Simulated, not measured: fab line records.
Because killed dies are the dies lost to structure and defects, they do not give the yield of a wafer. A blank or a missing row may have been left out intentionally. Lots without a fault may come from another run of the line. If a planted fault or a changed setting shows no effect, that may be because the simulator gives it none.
Matching of chambers | flow nandHarc | rieSi-04 running NHARC_A_CHANNEL_FILL_D2_ETCHBACK_19: 4 sister chambers
The step etches the open film in HBr/Cl2, target depth 5 nm, time 1.7 s. 8 wafers are shown with their chamber, then 7 later ones without.

== WAFERS PAIRED WITH THEIR CHAMBERS ==
wafer  | chamber | drypumpMotorCurrentA (A) | mfcCl2Sccm (sccm)
L078.1 | 3       | 4.8                      | 50.19
L082.5 | 3       | 4.8                      | 50.18
L082.6 | 0       | 6.1                      | 50.09
L087.1 | 2       | 5.7                      | 49.83
L087.4 | 1       | 5.7                      | 49.82
L087.6 | 2       | 5.7                      | 49.69
L091.1 | 1       | 5.6                      | 50.01
L091.2 | 0       | 6.1                      | 49.88

== WAFERS MISSING THEIR CHAMBER ==
wafer  | drypumpMotorCurrentA (A) | mfcCl2Sccm (sccm)
L091.3 | 4.8                      | 50.04
L094.1 | 4.8                      | 50.04
L094.3 | 5.7                      | 50.00
L094.4 | 6.1                      | 50.04
L096.1 | 5.7                      | 50.25
L096.3 | 4.8                      | 50.04
L096.6 | 6.1                      | 49.68

== CHAMBER TAKEN BY EACH ==
wafer  | from the rows above     | in truth
L091.3 | 3                       | 3
L094.1 | 3                       | 3
L094.3 | can't be placed: 1 or 2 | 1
L094.4 | 0                       | 0
L096.1 | can't be placed: 1 or 2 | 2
L096.3 | 3                       | 3
L096.6 | 0                       | 0
Placed correctly: 5 of 7. Cannot be placed on the basis of these rows: 2; the candidates contain the true chamber in 2. Number placed wrongly: 0.
How it was worked out, from the rows above alone: a wafer's distance from a chamber is the root of the sum, over the readings, of the square of ((its reading less the chamber's mean) divided by the reading's scatter). If the next closest chamber is less than 2 further off than the closest, the wafer can't be placed; otherwise it belongs to the closest. Each chamber's mean is taken over the wafers shown for it. The scatter: take each reading less its chamber's mean, square it, sum over the shown wafers, divide by the number of wafers less the number of chambers, and take the root.
